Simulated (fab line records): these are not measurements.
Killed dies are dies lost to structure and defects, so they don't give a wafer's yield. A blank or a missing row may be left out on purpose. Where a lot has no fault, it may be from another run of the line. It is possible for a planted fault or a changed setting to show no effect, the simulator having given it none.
Struck lot and sound lot, side by side + flow nand_harc + 14 steps out of a route of 1159
Sound: the wafers L713.2, L713.4, L713.6. Struck: wafer L727.6; the same lot's L727.2 was not struck, so it is left out; see the end for the cause.
Per side, at each step with rows, come the tool, then ch with its chambers, and then its first start. Under that, the readings that differ: sound wafers + struck wafers + difference of the means + sigmas: that difference in standard deviations of wafers without a fault.
alike: words and numbers the same on both sides, and readings whose means are apart by under 2 such deviations; not compared: readings that were withheld, readings missing a value for some wafer, numbers with overlapping values and no deviation given by the record, and bounds like >300 which may hide the same value.
The two part at a step that has a row with sigmas, a row that says differs or no value, or rows on one side only. Non-overlapping numbers with no deviation appear without sigmas and do not part them. A reading missing from all wafers of one side parts the sides only when that side holds two or more wafers.

first, 1 step without rows for these wafers: NHARC_A_STAIRCASE_HARDBAKE_185 (time 140 s).
NHARC_A_STAIRCASE_DESCUM_186: chemistry O2, time 3 s.
  sound on rie_diel-11 ch 1,3, day 11 22:32; struck on rie_diel-11 ch 0, day 15 15:16
| reading                         | sound             | struck | difference | sigmas |
|---------------------------------|-------------------|--------|------------|--------|
| drypump_motor_current_A (A)     | 5.9 6.4 5.9       | 5.0    | -1.1       | -2     |
| oes_product_au (a.u.)           | 0.995 0.993 0.979 | 1.011  | +0.022     | +3     |
| rf_vpp_V (V)                    | 58.4 58.6 59.0    | 56.3   | -2.4       | -3     |
| showerhead_plenum_p_Torr (Torr) | 2.05 1.82 2.05    | 1.77   | -0.20      | -2     |
  alike: throttle_valve_pct
  not compared: rf_hours_counter_h
then, 1 step without rows for these wafers: NHARC_A_STAIRCASE_TRIM_187 (chemistry O2, time 211.2 s).
NHARC_A_STAIRCASE_ETCH_188: etches the open film in C4F8/O2, target depth 100 nm, time 40.5 s.
  sound: rie_diel-11 ch 0,1,3; struck: rie_diel-11 ch 3
  alike: oes_product_au, rf_fwd_power_W, rf_vpp_V, run_length_s
  not compared: rf_hours_counter_h
NHARC_A_STAIRCASE_TRIM_189: chemistry O2, time 211.2 s.
  sound: rie_diel-11 ch 0,2,3; struck: rie_diel-11 ch 0
| reading                | sound                | struck | difference | sigmas |
|------------------------|----------------------|--------|------------|--------|
| throttle_valve_pct (%) | 17.031 17.037 17.046 | 17.019 | -0.019     | -2     |
  alike: drypump_motor_current_A, oes_product_au, rf_vpp_V, showerhead_plenum_p_Torr
  not compared: rf_hours_counter_h
then, 1 step without rows for these wafers: NHARC_A_STAIRCASE_ETCH_190 (etches the open film in C4F8/O2, target depth 100 nm, time 40.5 s).
NHARC_A_STAIRCASE_TRIM_191: chemistry O2, time 211.2 s.
  sound: rie_diel-11 ch 0,2,3; struck: rie_diel-11 ch 0
| reading                | sound                | struck | difference | sigmas |
|------------------------|----------------------|--------|------------|--------|
| rf_vpp_V (V)           | 57.5 59.0 59.1       | 56.2   | -2.3       | -2     |
| throttle_valve_pct (%) | 17.021 17.019 17.036 | 17.053 | +0.028     | +3     |
  alike: drypump_motor_current_A, oes_product_au, showerhead_plenum_p_Torr
  not compared: rf_hours_counter_h
then, 4 steps without rows for these wafers: NHARC_A_STAIRCASE_ETCH_192 (etches the open film in C4F8/O2, target depth 100 nm, time 40.5 s); NHARC_A_STAIRCASE_TRIM_193 (chemistry O2, time 211.2 s); NHARC_A_STAIRCASE_ETCH_194 (etches the open film in C4F8/O2, target depth 100 nm, time 40.5 s); NHARC_A_STAIRCASE_TRIM_196 (chemistry O2, time 211.2 s).
NHARC_A_STAIRCASE_ETCH_197: etches the open film in C4F8/O2, target depth 100 nm, time 40.5 s.
  sound on rie_diel-11 ch 0,1,3, day 12 00:28; struck on rie_diel-11 ch 1, day 15 16:51
| reading          | sound          | struck | difference | sigmas |
|------------------|----------------|--------|------------|--------|
| run_length_s (s) | 61.9 62.2 61.3 | 50.9   | -10.9      | -26    |
  alike: oes_product_au, rf_vpp_V
  not compared: rf_fwd_power_W, rf_hours_counter_h
NHARC_A_STAIRCASE_TRIM_198: chemistry O2, time 211.2 s.
  sound: rie_diel-11 ch 0,1,2; struck: rie_diel-11 ch 2
  alike: drypump_motor_current_A, oes_product_au, rf_vpp_V, showerhead_plenum_p_Torr, throttle_valve_pct
  not compared: rf_hours_counter_h
after that, 1 step had no rows for these wafers: NHARC_END_SORT_01.

== WHERE THEY PART ==
Earliest at NHARC_A_STAIRCASE_DESCUM_186; latest, in this record, at NHARC_A_STAIRCASE_ETCH_197. Later steps at which nothing parts them and some readings are alike: NHARC_A_STAIRCASE_TRIM_198.

WHY: what had been put in by the simulator
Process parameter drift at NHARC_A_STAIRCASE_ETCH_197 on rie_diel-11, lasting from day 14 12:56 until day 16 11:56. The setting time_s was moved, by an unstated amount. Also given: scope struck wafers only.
